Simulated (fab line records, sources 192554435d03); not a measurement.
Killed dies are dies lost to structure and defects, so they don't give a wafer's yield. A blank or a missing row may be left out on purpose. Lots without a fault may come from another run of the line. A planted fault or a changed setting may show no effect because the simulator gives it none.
Which tool did it? | flow n5_finfet | 9 lots, 27 wafers sampled, at 5 steps of a route of 1938

WHAT THE GAUGES READ, wafer by wafer
N5_BEOL_M4_RC_MEAS_101.
lot  | measured     | on        | DIBL_N (mV/V)
L360 | day 8 09:23  | prober-01 | 34.7 33.8 37.8
L361 | day 8 09:34  | prober-02 | 37.8 34.9 38.9
L368 | day 10 08:27 | prober-02 | 40.9 36.3 31.0
L372 | day 10 22:02 | prober-01 | 36.0 34.0 36.7
L374 | day 11 14:02 | prober-02 | 39.4 34.7 35.5
L376 | day 11 15:13 | prober-02 | 38.0 38.0 34.9
L377 | day 11 20:49 | prober-02 | 38.1 40.9 38.4
L380 | day 13 05:25 | prober-02 | 38.8 37.5 37.8
L382 | day 13 10:34 | prober-01 | 33.4 37.3 35.5

WHICH TOOL RAN EACH LOT (tool, then ch and the chambers of the sampled wafers, then the start)
lot  | N5_GATE_CUT_VAPOR_ETCH_60         | N5_GATE_CUT_ETCH_37                | N5_GATE_CUT_CUT_ETCH_53           | N5_GATE_CUT_ALD_22
L360 | rie_metal-03 ch 1, day 4 10:53    | rie_diel-03 ch 0,1,2, day 4 14:25  | rie_metal-01 ch 0,1, day 4 14:44  | ald_sin-04 ch 1,2,3, day 4 15:47
L361 | rie_metal-03 ch 0, day 4 13:41    | rie_diel-01 ch 0,1, day 4 17:13    | rie_metal-03 ch 0,1, day 4 17:32  | ald_sin-04 ch 0,2,3, day 4 17:59
L368 | rie_metal-01 ch 0,1, day 6 12:13  | rie_diel-02 ch 1,2,3, day 6 16:00  | rie_metal-01 ch 0,1, day 6 16:19  | ald_sin-04 ch 0,1,3, day 6 16:58
L372 | rie_metal-01 ch 0,1, day 7 07:24  | rie_diel-02 ch 0,1,2, day 7 11:35  | rie_metal-01 ch 0, day 7 11:53    | ald_sin-01 ch 0,1,2, day 7 12:42
L374 | rie_metal-03 ch 0, day 7 19:15    | rie_diel-02 ch 1,3, day 7 23:03    | rie_metal-01 ch 0, day 7 23:22    | ald_sin-03 ch 0,3, day 8 00:05
L376 | rie_metal-03 ch 0,1, day 8 06:52  | rie_diel-03 ch 0,2,3, day 8 10:42  | rie_metal-02 ch 0,1, day 8 11:01  | ald_sin-04 ch 2,3, day 8 11:37
L377 | rie_metal-02 ch 0,1, day 8 14:37  | rie_diel-02 ch 0,1,2, day 8 18:10  | rie_metal-02 ch 0,1, day 8 18:29  | ald_sin-01 ch 0,2,3, day 8 19:01
L380 | rie_metal-02 ch 0,1, day 9 09:15  | rie_diel-03 ch 0,1, day 9 13:02    | rie_metal-03 ch 0,1, day 9 13:21  | ald_sin-01 ch 0,1,2, day 9 13:48
L382 | rie_metal-01 ch 0,1, day 10 02:15 | rie_diel-01 ch 0,1,2, day 10 06:02 | rie_metal-02 ch 0,1, day 10 06:21 | ald_sin-03 ch 1,3, day 10 06:50
- N5_GATE_CUT_VAPOR_ETCH_60: etches HfO2 in BCl3/Cl2.
- N5_GATE_CUT_ETCH_37: etches SOC in N2/H2, target depth 60 nm, overetch 12 nm, time 90 s.
- N5_GATE_CUT_CUT_ETCH_53: etches W in SF6/Cl2, target depth 79.2 nm.
- N5_GATE_CUT_ALD_22: deposits SiNx, target thk 16 nm, pulse time 1 s, ald cycles 320.

THE ANSWER, worked out from the rows above alone
Rule: what is usual is taken from the lots themselves. Put in order of their means at a reading, lots are off if they are a third of the lots or fewer, leave a main group of 4 or more, and stand apart from it by a gap of 3 or more times the standard deviation of the main group's means; of several such gaps the widest counts. A main group whose means are all the same, to the digits that the tables above print for the reading, isn't used. A lot without any number at a reading at which 4 lots or more have one is off too. The other lots that the step has rows for count as sound.
No lot is off at any reading shown: from this, nothing can be told.

WHAT THE SIMULATOR HAD PUT IN
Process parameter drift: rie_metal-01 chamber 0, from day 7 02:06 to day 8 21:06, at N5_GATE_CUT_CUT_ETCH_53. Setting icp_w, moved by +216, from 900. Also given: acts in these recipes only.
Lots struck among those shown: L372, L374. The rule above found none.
